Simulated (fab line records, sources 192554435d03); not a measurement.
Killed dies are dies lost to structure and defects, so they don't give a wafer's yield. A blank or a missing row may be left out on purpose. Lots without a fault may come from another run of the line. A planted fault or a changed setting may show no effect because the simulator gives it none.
fab line records | flow n5_finfet
record lots=7 wafers=20 last_day=16
route steps=1938 shown HKMG_FIN@401 BEOL_M4@1111 PASSIVATION@1936
lots that met no fault: from a run of the same line without faults
start_h: hours from the record's first day to the start of the lot's first wafer shown | wait_h: hours since the lot's step before | " the same as in the row above | L1.1+2: a row that stands for several wafers | - no value, or no start given | * or withheld: withheld | < > ~ a bound
route shown NAME@n: a module of which the file shows steps, and the number in the route of the first | usual: mean/standard deviation of fault-free wafers | same: alike in all rows | chamber/n: place in a boat | sites: the reading at each site | _std_site: their standard deviation | _edge_site: outer sites' mean less inner sites' | radius_mm: how far each site lies from the wafer's centre | mask NAME#n: copy n | behind: the tool/chamber that last shaped the wafer | hold: why the lot was held/for how many hours/how that ended | device: the transistor (n, p or np) that didn't switch | end of line: the same wafers' tests at the end of the route | a step without rows: its recipe alone | killed: dies lost to structure and defects at the first sort, not the wafer's yield | map: a wafer's dies, x killed, . not, _ none there
set.NAME: the setting as run; set.NAME@STEP: as run at that earlier step | model.NAME: the simulator's own value behind a step, which no gauge read
lots at some steps of the route; a table a step, a row a wafer
services: from which hour (start_h, from the record's first day; less than 0 if before it) a tool's chamber was out of use, for how many hours, and why
## steps
# step N5_HKMG_FIN_DESCUM_53
# recipe chemistry=O2 time_s=7.9 source_power_w=50 bias_power_w=20 pressure_mtorr=20 rf_frequency_hz=2.712e+07 temp_c=40 resist=CAR-ArF o2_flow_sccm=225
# step N5_HKMG_FIN_ETCH_54
# recipe chemistry=CF4 target=SiARC target_depth_a=455 mask_material=CAR-ArF time_s=75.8 ion_energy_ev=80 pressure_mtorr=40 source_w=545 bias_w=36 Ar_flow_sccm=100 cf4_flow_sccm=100 ends=cleared
# usual chamber_pressure_mTorr=40.00/0.036 drypump_motor_current_A=5.5/0.49 etch_rf_on_time_s=75.6/2 oes_product_au=0.67/0.061 rf_vpp_V=183.9/1.1 showerhead_plenum_p_Torr=2.13/0.074 throttle_valve_pct=15.67/0.2
# columns lot.wafer tool chamber start_h wait_h chamber_pressure_mTorr drypump_motor_current_A etch_rf_on_time_s oes_product_au rf_hours_counter_h rf_vpp_V showerhead_plenum_p_Torr throttle_valve_pct
L804.1 rie_diel-06 1 101.36 0.0 40.03 5.6 73.3 0.65 164 184.7 2.14 15.92
L804.2 " 0 " " 39.98 4.8 75.7 0.67 126 183.1 2.07 15.57
L804.6 " 3 " " 40.02 4.9 76.6 0.60 - 183.1 2.03 15.88
L811.3 rie_diel-04 1 146.07 0.0 39.98 5.8 77.0 0.64 168 182.3 2.04 15.44
L811.5 " 2 " " 40.00 6.3 73.2 0.74 - 184.5 2.10 15.73
L811.6 " 1 " " 40.03 5.9 76.7 0.63 - 183.7 2.04 15.46
L812.1 rie_diel-06 2 156.19 0.0 40.00 5.3 74.0 0.63 174 184.3 2.12 15.76
L812.3 " 1 " " 40.02 5.6 72.8 0.64 177 183.3 2.14 15.94
L812.6 " 0 " " 39.98 4.8 75.4 0.66 - 183.6 2.06 15.60
L813.1 rie_diel-06 1 157.68 0.0 40.01 5.6 75.1 0.64 178 184.0 2.14 15.94
L813.2 " 0 " " 39.95 4.8 76.6 0.65 148 183.8 2.06 15.63
L813.6 " 1 " " 39.98 5.6 74.8 0.64 - 183.5 2.14 15.96
L814.3 rie_diel-06 1 164.08 0.0 39.98 5.6 74.3 0.63 182 184.6 2.14 15.96
L814.4 " 2 " " 40.07 5.3 74.5 0.64 - 182.9 2.12 15.77
L814.5 " 0 " " 40.06 4.8 76.1 0.65 - 182.1 2.06 15.62
L815.3 rie_diel-05 0 171.25 0.0 39.97 5.9 72.7 0.67 119 184.5 2.26 15.94
L815.6 " 2 " " 40.01 5.4 77.8 0.75 - 186.8 2.24 15.29
L816.1 rie_diel-05 0 174.19 0.0 40.00 5.9 73.4 0.66 120 183.7 2.26 15.94
L816.2 " 2 " " 40.12 5.4 78.4 0.74 49 186.1 2.24 15.30
L816.6 " 1 " " 39.97 5.1 76.6 0.75 - 183.2 2.11 15.48
# step N5_HKMG_FIN_ETCH_55
# recipe chemistry=N2/H2 target=SOC target_depth_a=2400 temp_c=40 time_s=300 ion_energy_ev=200 mask_material=SiARC pressure_mtorr=30 source_w=840 bias_w=150 n2_flow_sccm=200 h2_flow_sccm=200
# usual chamber_pressure_mTorr=30.00/0.034 drypump_motor_current_A=5.5/0.48 oes_product_au=0.77/0.071 rf_vpp_V=523.4/2.7 showerhead_plenum_p_Torr=2.53/0.098 temp_c=40.00/0.11 throttle_valve_pct=17.92/0.2
# columns lot.wafer tool chamber start_h wait_h chamber_pressure_mTorr drypump_motor_current_A oes_product_au rf_hours_counter_h rf_vpp_V showerhead_plenum_p_Torr temp_c throttle_valve_pct
L804.1 rie_diel-06 1 101.42 0.0 30.00 5.6 0.77 164 524.7 2.54 39.97 18.22
L804.2 " 0 " " 29.99 4.8 0.78 126 519.7 2.44 40.01 17.61
L804.6 " 3 " " 29.97 4.9 0.69 - 520.3 2.41 39.96 18.21
L811.3 rie_diel-04 1 146.12 0.0 30.00 5.9 0.75 169 520.9 2.44 40.16 17.80
L811.5 " 2 " " 30.00 6.3 0.88 - 522.2 2.48 40.05 17.95
L811.6 " 1 " " 30.01 5.9 0.74 - 521.7 2.44 40.12 17.82
L812.1 rie_diel-06 2 156.25 0.0 30.01 5.3 0.74 175 523.8 2.54 40.23 18.09
L812.3 " 1 " " 29.98 5.6 0.75 177 523.8 2.53 39.89 18.25
L812.6 " 0 " " 29.99 4.8 0.76 - 519.9 2.43 39.91 17.66
L813.1 rie_diel-06 1 157.74 0.0 29.96 5.6 0.74 178 525.4 2.53 39.81 18.25
L813.2 " 0 " " 29.98 4.8 0.76 148 521.3 2.43 40.09 17.66
L813.6 " 1 " " 30.00 5.6 0.75 - 522.9 2.53 39.95 18.25
L814.3 rie_diel-06 1 164.14 0.0 30.03 5.6 0.74 182 524.2 2.53 40.04 18.25
L814.4 " 2 " " 30.01 5.3 0.73 - 525.4 2.53 39.92 18.09
L814.5 " 0 " " 30.01 4.8 0.76 - 519.5 2.43 39.90 17.66
L815.3 rie_diel-05 0 171.30 0.0 30.07 5.9 0.78 119 527.8 2.65 39.97 18.03
L815.6 " 2 " " 30.01 5.4 0.86 - 528.6 2.71 39.88 17.72
L816.1 rie_diel-05 0 174.24 0.0 30.00 5.9 0.77 120 526.8 2.65 39.90 18.02
L816.2 " 2 " " 30.02 5.4 0.86 49 527.1 2.71 40.00 17.72
L816.6 " 1 " " 29.97 5.1 0.87 - 521.0 2.48 40.14 17.66
# step N5_HKMG_FIN_STRIP_56
# recipe chemistry=N2/H2 temp_c=40 n2_flow_sccm=200 h2_flow_sccm=200 rf_frequency_hz=6e+07
# step N5_HKMG_FIN_STRIP_57
# recipe chemistry=CF4 resist=SiARC power_w=300 bias_power_w=75 pressure_mtorr=50 cf4_flow_sccm=150 rf_frequency_hz=6e+07
# step N5_HKMG_FIN_ETCH_58
# recipe chemistry=N2/H2 target=SOC target_depth_a=2158 ion_energy_ev=50 bias_w=13 time_s=741 pressure_mtorr=30 source_w=875 n2_flow_sccm=200 h2_flow_sccm=200
# step N5_HKMG_FIN_STRIP_93
# recipe chemistry=N2/H2 material=SOC time_s=20 power_w=500 temp_c=40 pressure_mtorr=50 rf_frequency_hz=6e+07 bias_power_w=8 h2_frac=0.5 n2_flow_sccm=300 h2_flow_sccm=300
# usual chamber_pressure_mTorr=50.00/0.043 drypump_motor_current_A=5.5/0.49 oes_product_au=0.78/0.071 rf_vpp_V=54.3/0.8 showerhead_plenum_p_Torr=3.34/0.12 temp_c=40.01/0.12 throttle_valve_pct=19.2/0.36
# columns lot.wafer tool chamber start_h wait_h chamber_pressure_mTorr drypump_motor_current_A oes_product_au rf_hours_counter_h rf_vpp_V showerhead_plenum_p_Torr temp_c throttle_valve_pct
L804.1 rie_diel-06 1 102.05 0.2 49.99 5.6 0.76 164 53.4 3.35 40.07 19.6
L804.2 " 0 " " 50.04 4.8 0.78 126 54.2 3.22 39.67 18.5
L804.6 " 3 " " 50.04 4.9 0.70 - 53.4 3.18 40.07 19.7
L811.3 rie_diel-04 1 146.76 0.2 49.93 5.9 0.75 169 53.9 3.23 40.10 19.0
L811.5 " 2 " " 49.93 6.4 0.87 - 53.9 3.28 39.77 18.9
L811.6 " 1 " " 50.03 5.9 0.74 - 53.8 3.23 39.95 19.0
L812.1 rie_diel-06 2 156.88 0.2 50.00 5.3 0.75 175 53.4 3.35 40.05 19.5
L812.3 " 1 " " 49.96 5.6 0.75 177 54.1 3.35 39.91 19.6
L812.6 " 0 " " 49.98 4.8 0.77 - 54.0 3.21 40.14 18.5
L813.1 rie_diel-06 1 158.37 0.2 49.96 5.6 0.74 178 54.3 3.35 40.15 19.6
L813.2 " 0 " " 49.98 4.8 0.77 149 54.1 3.21 40.06 18.5
L813.6 " 1 " " 49.98 5.6 0.75 - 53.0 3.35 40.10 19.6
L814.3 rie_diel-06 1 164.77 0.2 50.02 5.6 0.74 182 55.6 3.34 39.85 19.6
L814.4 " 2 " " 50.07 5.3 0.74 - 54.3 3.35 39.89 19.5
L814.5 " 0 " " 50.09 4.8 0.77 - 55.8 3.21 40.14 18.5
L815.3 rie_diel-05 0 171.94 0.2 49.96 5.9 0.78 119 54.3 3.50 40.07 19.2
L815.6 " 2 " " 50.00 5.4 0.87 - 55.6 3.57 40.09 19.0
L816.1 rie_diel-05 0 174.88 0.2 49.97 5.9 0.78 120 53.4 3.50 39.99 19.2
L816.2 " 2 " " 49.98 5.4 0.87 49 55.2 3.57 39.84 19.0
L816.6 " 1 " " 50.01 5.1 0.88 - 53.0 3.28 40.17 18.9
# step N5_HKMG_FIN_WET_ETCH_76
# recipe chemistry=dNH4OH mix=1:50 temp_c=25 target=Al2O3 stop_on=La2O3 target_depth_nm=2.25 dry=ipa_marangoni rinse_time_s=30 rinse_temp_c=23
# step N5_HKMG_FIN_STRIP_60
# recipe chemistry=N2/H2 power_w=2500 temp_c=300 h2_frac=0.65 time_s=360 pressure_mtorr=withheld n2_flow_sccm=1750 h2_flow_sccm=3250
# usual drypump_motor_current_A=6.0/0.38 heater_power_w=517/26 temp_c=299.97/0.19
# columns lot.wafer tool chamber start_h wait_h drypump_motor_current_A heater_power_w rf_hours_counter_h temp_c
L804.1 plasma_asher-02 0 102.20 0.0 5.7 495 30 300.24
L804.2 " 1 " " 6.7 535 30 299.95
L804.6 " 1 " " 6.7 517 - 299.98
L811.3 plasma_asher-01 0 147.03 0.1 5.8 499 - 300.10
L811.5 " 0 " " 5.8 500 - 300.03
L811.6 " 1 " " 5.8 544 - 300.10
L812.1 plasma_asher-01 1 157.04 0.0 5.9 526 120 300.14
L812.3 " 1 " " 5.9 545 - 300.03
L812.6 " 0 " " 5.8 503 - 299.80
L813.1 plasma_asher-01 0 158.53 0.0 5.8 484 120 300.04
L813.2 " 1 " " 5.9 539 120 300.10
L813.6 " 1 " " 5.9 553 - 299.85
L814.3 plasma_asher-02 1 165.04 0.1 6.7 518 - 300.15
L814.4 " 0 " " 5.7 482 - 299.91
L814.5 " 0 " " 5.7 481 - 299.83
L815.3 plasma_asher-01 0 172.21 0.1 5.8 493 - 300.05
L815.6 " 0 " " 5.8 488 - 299.89
L816.1 plasma_asher-02 1 175.03 0.0 6.7 516 41 299.82
L816.2 " 0 " " 5.7 495 41 299.88
L816.6 " 0 " " 5.7 496 - 300.24
# step N5_HKMG_FIN_WET_ETCH_77
# recipe chemistry=dHCl mix=1:10000 temp_c=25 target=La2O3 stop_on=HfO2 target_depth_nm=2
# step N5_HKMG_FIN_WET_ETCH_78
# recipe chemistry=dNH4OH mix=1:50 temp_c=25 target=Al2O3 stop_on=La2O3 target_depth_nm=4.5 dry=ipa_marangoni rinse_time_s=30 rinse_temp_c=23
# step N5_HKMG_FIN_ALD_79
# recipe material=TiN target_thk_a=15 temp_c=400 ald_precursor_family=TiCl4 ald_co_reactant=NH3 pulse_time_s=1 purge_time_s=3 co_reactant_purge_time_s=2 co_reactant_pulse_time_s=2 ald_cycles=68 pressure_torr=3
# usual heater_power_w=910/95 precursor_pulse_height_rel=1.001/0.018
# columns lot.wafer tool chamber start_h wait_h heater_power_w precursor_pulse_height_rel
L804.1 ald_metal-04 1 102.69 0.0 999 0.982
L804.2 " 2 " " 970 0.990
L804.6 " 3 " " 731 0.999
L811.3 ald_metal-01 0 147.40 0.0 874 1.001
L811.5 " 3 " " 994 1.011
L811.6 " 0 " " 873 0.989
L812.1 ald_metal-04 3 157.53 0.0 717 0.990
L812.3 " 0 " " 1059 0.997
L812.6 " 2 " " 986 0.999
L813.1 ald_metal-04 2 159.02 0.0 956 1.017
L813.2 " 0 " " 1049 0.978
L813.6 " 3 " " 703 1.017
L814.3 ald_metal-01 2 165.42 0.0 813 1.032
L814.4 " 1 " " 950 0.988
L814.5 " 1 " " 950 1.014
L815.3 ald_metal-01 3 172.58 0.0 1004 0.995
L815.6 " 2 " " 806 1.028
L816.1 ald_metal-02 1 175.52 0.0 802 1.006
L816.2 " 0 " " 955 1.004
L816.6 " 1 " " 795 0.995
# step N5_HKMG_FIN_CVD_62
# recipe material=a-Si target_thk_a=30 temp_c=500 precursor=Si2H6 pressure_torr=1 time_s=20.8
# usual heater_power_w=1495/160
# columns lot.wafer tool chamber start_h wait_h heater_power_w model.a-Si_of_HKMG_FIN_CVD_62.thk_nm
L804.1 thermal_cvd_si-01 0 103.05 0.2 1778 3.2
L804.2 " 1 " " 1474 3.2
L804.6 " 0 " " 1761 3.2
L811.3 thermal_cvd_si-01 1 147.77 0.2 1464 3
L811.5 " 1 " " 1489 3
L811.6 " 2 " " 1420 3
L812.1 thermal_cvd_si-01 2 157.89 0.2 1418 1.6
L812.3 " 1 " " 1510 3.2
L812.6 " 2 " " 1421 1.4
L813.1 thermal_cvd_si-01 0 159.38 0.2 1791 1.4
L813.2 " 1 " " 1465 3.2
L813.6 " 2 " " 1407 1.4
L814.3 thermal_cvd_si-02 2 165.78 0.2 1454 3.2
L814.4 " 2 " " 1425 3.2
L814.5 " 1 " " 1449 3
L815.3 thermal_cvd_si-01 2 172.94 0.2 1417 3
L815.6 " 2 " " 1394 1.4
L816.1 thermal_cvd_si-02 2 175.88 0.2 1420 3
L816.2 " 1 " " 1439 3
L816.6 " 2 " " 1438 3.2
# step N5_HKMG_FIN_RTA_80
# recipe temp_c=withheld time_s=2 ambient=N2 idle_temp_c=600 ramp_up_c_per_s=150 ramp_down_c_per_s=60 cool_to_c=600
# step N5_BEOL_M4_RC_MEAS_101
# usual DIBL_N=36.2/1.7 DIBL_P=36.6/1.9 IOFF_N=0.16/0.032 IOFF_P=0.21/0.037 ION_N=675/12 ION_P=460/8.1 SS_N=71.4/0.58 SS_P=73.4/0.64 VT_N=249/3.2 VT_P=-252/3.4
# columns lot.wafer tool chamber start_h wait_h DIBL_N[mV/V] DIBL_P[mV/V] IOFF_N[nA/um] IOFF_P[nA/um] ION_N[uA/um] ION_P[uA/um] SS_N[mV/dec] SS_P[mV/dec] VT_N[mV] VT_P[mV]
L804.1 prober-02 0 194.21 0.0 37.8 37.4 0.18 0.20 667 459 72.2 73.2 250 -251
L804.2 " 0 " " 34.2 34.7 0.13 0.17 666 459 70.6 72.6 253 -253
L804.6 " 0 " " 37.5 37.7 0.18 0.21 678 462 71.9 73.4 250 -248
L811.3 prober-02 0 242.34 0.3 35.7 35.1 0.15 0.18 660 446 72.2 72.9 252 -253
L811.5 " 0 " " 37.2 37.7 0.19 0.23 676 469 72.0 73.1 247 -250
L811.6 " 0 " " 34.0 32.7 0.13 0.15 658 446 71.6 72.6 254 -256
L812.1 prober-02 0 244.98 0.0 35.2 35.2 0.15 0.20 679 461 71.2 73.0 251 -252
L812.3 " 0 " " 38.0 38.2 0.19 0.22 661 451 72.0 73.9 247 -250
L812.6 " 0 " " 35.9 35.3 0.15 0.20 659 451 71.5 72.7 249 -253
L813.1 prober-02 0 246.70 0.0 38.6 39.8 0.20 0.24 662 454 72.3 73.7 248 -251
L813.2 " 0 " " 36.4 37.2 0.16 0.19 677 460 71.9 73.4 248 -252
L813.6 " 0 " " 36.4 37.6 0.16 0.21 654 446 71.9 73.2 251 -250
L814.3 prober-01 0 249.40 0.3 33.4 34.6 0.14 0.15 661 441 70.5 73.4 251 -258
L814.4 " 0 " " 37.5 39.1 0.20 0.20 670 447 71.5 73.7 249 -258
L814.5 " 0 " " 31.0 31.5 0.11 0.12 657 442 70.5 72.3 253 -261
L816.1 prober-02 0 263.78 0.0 35.0 36.4 0.14 0.19 678 462 71.9 73.1 252 -253
L816.2 " 0 " " 36.7 37.1 0.16 0.20 683 464 71.8 73.5 247 -254
L816.6 " 0 " " 35.1 35.6 0.14 0.17 674 461 71.2 72.6 250 -254
L815.3 prober-01 0 265.82 0.3 33.0 32.7 0.12 0.15 658 450 71.1 73.0 255 -255
L815.6 " 0 " " 35.4 34.7 0.15 0.18 652 445 70.8 73.0 253 -253
# step N5_PASSIVATION_PROBE_49
# usual defect_limited_yield=91.3/1.5 killed_at_M0_to_M3=35/10 killed_at_M4_up=12/4.6 killed_at_contacts=13/6.6 killed_at_front_end=39/11 killed_at_other=4/3.4 killed_dies=103/17 killed_open=67/13 killed_short=35/8.2 sort_bin_5_function=5.1/0.94 sort_bin_6_memory=3.2/0.7 sort_bin_8_speed=0.00/0.03 sort_n_pass=1077/17 sort_yield_pct=91.3/1.5
# same gross_dies=1180 killed_at_back_side=0 sort_bin_4_leakage[%]=0
# columns lot.wafer tool chamber start_h wait_h defect_limited_yield[%] killed_at_M0_to_M3 killed_at_M4_up killed_at_contacts killed_at_front_end killed_at_other killed_dies killed_open killed_short sort_bin_5_function[%] sort_bin_6_memory[%] sort_bin_8_speed[%] sort_n_pass sort_yield_pct[%]
L811.3 prober-01 - 337.60 0.1 92.5 34 11 2 39 3 89 59 29 4.7 2.5 0 1091 92.5
L811.5 prober-01 - 337.70 0.2 89.9 53 13 2 46 5 119 83 35 5.5 4.2 0 1061 89.9
L811.6 prober-01 - 337.75 0.3 89.8 57 8 11 43 1 120 77 40 5.4 4.3 0 1060 89.8
# killed by level:class
L811.3 STI_FIN_REVEAL:geometric_particle:open=18 BEOL_M3:geometric_particle:open=8 BEOL_M0_SAQP:geometric_particle:short=7 BEOL_M0_SAQP:geometric_particle:open=6 BEOL_M1:geometric_particle:open=6 FIN_SAQP:geometric_particle:short=5 STI_FIN_REVEAL:geometric_particle:short=4 BEOL_M4:geometric_particle:open=4
L811.5 FIN_SAQP:geometric_particle:open=16 BEOL_M0_SAQP:geometric_particle:open=13 BEOL_M0_SAQP:geometric_particle:short=11 BEOL_M3:geometric_particle:open=10 BEOL_M4:geometric_particle:open=7 STI_FIN_REVEAL:geometric_particle:open=6 BEOL_M0:geometric_particle:open=5 FIN_SAQP:geometric_particle:short=4
L811.6 BEOL_M1:geometric_particle:open=23 STI_FIN_REVEAL:geometric_particle:open=17 FIN_SAQP:geometric_particle:short=9 MOL_CONTACT_COAG:geometric_particle:open=8 BEOL_M2:geometric_particle:open=8 STI_FIN_REVEAL:geometric_particle:short=6 BEOL_M0_SAQP:geometric_particle:open=5 BEOL_M3:geometric_particle:short=4
## services
# columns tool chamber start_h hours kind
thermal_cvd_si-02 - 90.52 0.5 repair
plasma_asher-02 - 127.36 15.6 pm
ald_metal-04 - 139.48 1.1 repair
thermal_cvd_si-02 - 145.96 14.6 pm
rie_diel-06 3 149.23 - clean
rie_diel-06 3 149.23 - consumable_replace:focus_ring
rie_diel-06 3 149.23 - consumable_replace:showerhead
rie_diel-06 3 149.23 23.9 scheduled_down
rie_diel-06 3 149.23 23.9 vent_cycle
ald_metal-04 - 160.37 0.2 repair
rie_diel-04 - 164.74 4.3 pm
ald_metal-02 - 169.20 0.7 repair
plasma_asher-02 - 169.49 2.8 pm
ald_metal-04 1 170.41 27.5 repair
## key
first_sign none at tools or gauges
model_effect step=N5_HKMG_FIN_CVD_62 value=a-Si_of_HKMG_FIN_CVD_62.thk_nm without=3.08 struck=1.44
met_at N5_HKMG_FIN_CVD_62
struck_wafers L812.1,L812.6,L813.1,L813.6,L815.6
onset_between 147.77 157.89
fault kind=process_parameter_drift tool=thermal_cvd_si-01 chamber=- onset_h=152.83 steps=N5_HKMG_FIN_CVD_62 channel=time_s offset=* shape=step end_h=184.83 scope=struck_wafers_only stated=*
